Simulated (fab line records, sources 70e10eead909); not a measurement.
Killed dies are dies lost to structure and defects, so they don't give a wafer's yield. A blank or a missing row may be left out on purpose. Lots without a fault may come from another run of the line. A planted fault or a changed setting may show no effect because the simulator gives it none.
Chamber matching | flow nand_harc | NHARC_A_STAIRCASE_ALD_420 on ald_hk-01: 4 sister chambers
The step deposits SiO2, target thk 20 nm, pulse time 6 s, ald cycles 200. 8 wafers are shown with their chamber, then 8 later ones without.

WAFERS WITH THEIR CHAMBER
wafer  | chamber | heater_power_w (W) | precursor_pulse_height_rel
L077.5 | 2       | 421                | 0.986
L084.4 | 2       | 405                | 0.991
L089.1 | 3       | 498                | 0.971
L089.6 | 1       | 434                | 1.021
L095.2 | 0       | 526                | 0.980
L095.5 | 0       | 538                | 0.978
L095.6 | 3       | 494                | 0.996
L097.1 | 1       | 448                | 0.985

WAFERS WITHOUT THEIR CHAMBER
wafer  | heater_power_w (W) | precursor_pulse_height_rel
L097.2 | 412                | 0.996
L097.5 | 446                | 0.994
L094.1 | 406                | 0.982
L094.2 | 446                | 0.986
L094.4 | 527                | 0.988
L096.2 | 414                | 1.006
L096.3 | 443                | 1.014
L096.5 | 516                | 1.030

WHICH CHAMBER EACH WENT THROUGH
wafer  | from the rows above     | in truth
L097.2 | 2                       | 2
L097.5 | 1                       | 1
L094.1 | 2                       | 2
L094.2 | 1                       | 1
L094.4 | 0                       | 0
L096.2 | can't be placed: 2 or 1 | 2
L096.3 | 1                       | 1
L096.5 | can't be placed: 0 or 3 | 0
Placed correctly: 6 of 8. Can't be placed from these rows: 2 (the true chamber is among the candidates in 2). Placed wrongly: 0.
How it was worked out, from the rows above alone: a wafer's distance from a chamber is the root of the sum, over the readings, of the square of ((its reading less the chamber's mean) divided by the reading's scatter). The wafer belongs to the nearest chamber; if the next one is less than 2 further off, it can't be placed. A chamber's mean is the mean of its shown wafers. The scatter: the root of (the sum of the squares of (reading less its chamber's mean) over the shown wafers, divided by (wafers less chambers)).
